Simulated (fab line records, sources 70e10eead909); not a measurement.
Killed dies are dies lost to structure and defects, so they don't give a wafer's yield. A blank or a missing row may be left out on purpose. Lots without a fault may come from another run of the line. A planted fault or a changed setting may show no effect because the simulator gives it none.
Chamber matching | flow nand_harc | NHARC_A_M1_DESCUM_14 on rie_diel-02: 4 sister chambers
The step chemistry O2, time 3 s. 8 wafers are shown with their chamber, then 8 later ones without.

WAFERS WITH THEIR CHAMBER
wafer  | chamber | drypump_motor_current_A (A) | oes_product_au (a.u.)
L079.1 | 1       | 5.2                         | 0.971
L079.5 | 1       | 5.2                         | 0.966
L089.1 | 0       | 5.6                         | 0.984
L089.4 | 2       | 6.5                         | 1.000
L091.4 | 3       | 5.1                         | 0.972
L091.5 | 2       | 6.5                         | 1.000
L091.6 | 0       | 5.7                         | 0.974
L093.1 | 3       | 5.1                         | 0.984

WAFERS WITHOUT THEIR CHAMBER
wafer  | drypump_motor_current_A (A) | oes_product_au (a.u.)
L093.3 | 5.2                         | 1.007
L093.4 | 5.7                         | 0.996
L097.1 | 6.4                         | 0.993
L097.3 | 5.1                         | 0.999
L097.6 | 6.4                         | 0.988
L096.1 | 5.2                         | 0.985
L096.2 | 5.7                         | 1.004
L096.4 | 6.4                         | 0.983

WHICH CHAMBER EACH WENT THROUGH
wafer  | from the rows above     | in truth
L093.3 | can't be placed: 3 or 1 | 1
L093.4 | 0                       | 0
L097.1 | 2                       | 2
L097.3 | 3                       | 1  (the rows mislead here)
L097.6 | 2                       | 2
L096.1 | can't be placed: 1 or 3 | 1
L096.2 | 0                       | 0
L096.4 | 2                       | 2
Placed correctly: 5 of 8. Can't be placed from these rows: 2 (the true chamber is among the candidates in 2). Placed wrongly: 1.
How it was worked out, from the rows above alone: a wafer's distance from a chamber is the root of the sum, over the readings, of the square of ((its reading less the chamber's mean) divided by the reading's scatter). The wafer belongs to the nearest chamber; if the next one is less than 2 further off, it can't be placed. A chamber's mean is the mean of its shown wafers. The scatter: the root of (the sum of the squares of (reading less its chamber's mean) over the shown wafers, divided by (wafers less chambers)).
